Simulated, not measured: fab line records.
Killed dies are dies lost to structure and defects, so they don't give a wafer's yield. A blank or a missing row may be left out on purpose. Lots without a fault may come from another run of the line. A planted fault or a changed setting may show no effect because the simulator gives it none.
The same fault as seen by 2 desks -- flow n5 finfet -- what lay behind the numbers comes last; until then each desk has only its own

== THE METROLOGY DESK ==
Means of the sampled wafers that have a number, per lot and without regard to the tool the lot ran on: this is what the gauges read. Marked OUT: a lot whose mean sits more than 4 standard deviations from the usual mean, which makes it out of limits; the brackets give that distance.
Columns: A = cd nm at N5_FIN_SAQP_CD_MEAS_16, usual 35.4 nm
lot,first seen here,A
L982,day 1 21:44,35.8
L984,day 2 09:58,35.4
L990,day 3 22:02,34.8
L991,day 4 05:31,34.9
L999,day 6 03:35,35.2
L101,day 6 15:25,35.0
L102,day 6 21:48,35.3
L103,day 7 03:43,35.4
L105,day 7 15:38,35.4
This desk's finding: nothing out of limits on any of the 9 lots.

== DESK OF THE TOOL OWNER: arfi scanner-03 ==
The tool's own readings at N5_FIN_SAQP_EXPOSE_13 (exposes mask FIN CORE, target cd 35.6 nm): means of the sampled wafers that have a number, for each lot that ran on this tool. Marked OUT: a lot whose mean sits more than 4 standard deviations from the usual mean, which makes it out of limits; the brackets give that distance.
Columns: A = stage vel mm s at N5_FIN_SAQP_EXPOSE_13, usual 499.99 mm/s
lot,first seen here,A
L984,day 2 09:50,500.17
L990,day 3 21:55,499.88
L991,day 4 05:23,500.38
L101,day 6 15:17,499.82
L105,day 7 15:31,499.98
This desk's finding: nothing out of limits on any of the 5 lots.

== PUT TOGETHER ==
Metrology desk: nothing out of limits seen.
The tool owner's desk saw nothing out of limits.

== WHAT THE SIMULATOR HAD PUT IN ==
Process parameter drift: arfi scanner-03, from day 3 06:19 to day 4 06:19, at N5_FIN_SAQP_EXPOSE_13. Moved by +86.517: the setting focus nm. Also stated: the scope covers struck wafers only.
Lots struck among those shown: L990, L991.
